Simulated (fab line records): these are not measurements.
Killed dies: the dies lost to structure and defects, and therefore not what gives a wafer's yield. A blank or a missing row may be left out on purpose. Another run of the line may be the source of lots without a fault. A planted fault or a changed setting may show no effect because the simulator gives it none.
A struck lot beside a sound one / flow nandHarc / 14 out of 1302 route steps
Sound: these wafers, L196.1, L196.5, L196.6. Struck: wafer L206.4 (left out: L206.1, L206.2 of the same lot, which were not struck); the cause appears at the end.
Each step with rows lists, per side, the tool, then ch with its chambers, then its first start. Under that, the readings that differ: sound wafers / struck wafers / difference of the means / sigmas: that difference in standard deviations of wafers without a fault.
alike: readings with means less than 2 such deviations apart, plus words and numbers identical on both sides. not compared: withheld readings, readings lacking a value on some wafer, bounds such as >300 that could conceal the same value, and numbers that have no deviation in the record and whose values overlap.
The two part at a step that has a row with sigmas, a row that says differs or no value, or rows on one side only. When numbers do not overlap yet have no deviation, they are printed without sigmas and do not part them. Lack of a reading on every wafer of one side parts them only where that side has two or more wafers.

NHARC_A_DECK1_JOINT_CMP_02: polishes SiOx.
  sound on cmp-01 ch 0,1,2, day 14 20:53; struck on cmp-01 ch 1, day 19 05:31
  alike: motorCurrentA
after that, 1 step had no rows for these wafers: NHARC_A_DECK1_JOINT_SRD_15.
NHARC_A_DECK1_JOINT_DEP_16: deposits SiO2, target thk 45 nm.
  sound on pecvd-02 ch 1,2, day 14 21:17; struck on pecvd-02 ch 2, day 19 05:53
reading=rfFwdPowerW (W); sound=893.1 892.1 887.4; struck=897.8; difference=+6.9; sigmas=+2
  alike: heaterPowerW, throttleValvePct
NHARC_A_DECK1_JOINT_THK_MEAS_17: measures by ellipsometry.
  sound on filmMetro-02, day 14 21:30; struck on filmMetro-02, day 19 06:10
reading=thkNm (nm); sound=43.0 44.4 43.6; struck=46.8; difference=+3.1; sigmas=+2
NHARC_A_DECK1_JOINT_INSPECT_05:
  sound on defectInspect-02, day 14 21:32; struck on defectInspect-02, day 19 06:12
  alike: rawDefectCount
then, no rows for these wafers at 1 step: NHARC_A_ONON_D2_DEP_00 (target thk 1000 nm).
NHARC_A_ONON_D2_THK_MEAS_02: measures by ellipsometry.
  sound on filmMetro-01, day 14 22:07; struck on filmMetro-02, day 19 06:47
  alike: thkNm
then, no rows for these wafers at 1 step: NHARC_A_ONON_D2_DEP_03 (target thk 1000 nm).
NHARC_A_ONON_D2_THK_MEAS_05: measures by ellipsometry.
  sound on filmMetro-01, day 14 22:41; struck on filmMetro-02, day 19 07:21
  alike: thkNm
then, no rows for these wafers at 1 step: NHARC_A_ONON_D2_DEP_06 (target thk 1000 nm).
NHARC_A_ONON_D2_THK_MEAS_08: measures by ellipsometry.
  sound on filmMetro-02, day 14 23:14; struck on filmMetro-02, day 19 07:55
  alike: thkNm
NHARC_A_ONON_D2_DEP_09: target thk 1000 nm.
  sound on pecvdOnon-03 ch 0, day 14 23:17; struck on pecvdOnon-03 ch 0, day 19 07:58
NHARC_A_ONON_D2_THK_MEAS_11: measures by ellipsometry.
  sound on filmMetro-01, day 14 23:48; struck on filmMetro-02, day 19 08:29
reading=thkNm (nm); sound=993 994 992; struck=1524; difference=+531; sigmas=+48
then, no rows for these wafers at 1 step: NHARC_A_ONON_D2_DEP_12 (target thk 1000 nm).

## WHERE THEY PART
Earliest at NHARC_A_DECK1_JOINT_DEP_16; latest, in this record, at NHARC_A_ONON_D2_THK_MEAS_11.

WHY: what the simulator had put in
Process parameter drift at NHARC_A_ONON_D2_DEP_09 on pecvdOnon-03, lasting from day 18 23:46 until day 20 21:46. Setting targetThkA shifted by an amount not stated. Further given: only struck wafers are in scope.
